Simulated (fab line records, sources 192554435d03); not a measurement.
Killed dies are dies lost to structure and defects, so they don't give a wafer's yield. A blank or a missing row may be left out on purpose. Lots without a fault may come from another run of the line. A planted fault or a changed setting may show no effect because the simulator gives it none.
Chamber matching | flow n5_finfet | N5_SPACER0_ALD_07 on ald_sin-03: 4 sister chambers
The step deposits SiNx, target thk 2 nm. 4 wafers are shown with their chamber, then 7 later ones without.

WAFERS WITH THEIR CHAMBER
wafer  | chamber | heater_power_w (W)
L080.4 | 1       | 784
L080.5 | 0       | 1052
L084.2 | 3       | 762
L084.3 | 2       | 847

WAFERS WITHOUT THEIR CHAMBER
wafer  | heater_power_w (W)
L084.6 | 798
L088.1 | 767
L088.3 | 1084
L088.4 | 831
L093.3 | 852
L093.4 | 785
L093.6 | 774

WHICH CHAMBER EACH WENT THROUGH
wafer  | from the rows above     | in truth
L084.6 | can't be placed: 1 or 3 | 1
L088.1 | can't be placed: 3 or 1 | 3
L088.3 | 0                       | 0
L088.4 | 2                       | 2
L093.3 | 2                       | 2
L093.4 | can't be placed: 1 or 3 | 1
L093.6 | can't be placed: 1 or 3 | 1
Placed correctly: 3 of 7. Can't be placed from these rows: 4 (the true chamber is among the candidates in 4). Placed wrongly: 0.
How it was worked out, from the rows above alone: a wafer's distance from a chamber is the root of the sum, over the readings, of the square of ((its reading less the chamber's mean) divided by the reading's scatter). The wafer belongs to the nearest chamber; if the next one is less than 2 further off, it can't be placed. A chamber's mean is the mean of its shown wafers. The scatter: with one shown wafer a chamber, the root of the mean of the squares of how far each hidden wafer lies from its nearest shown one.
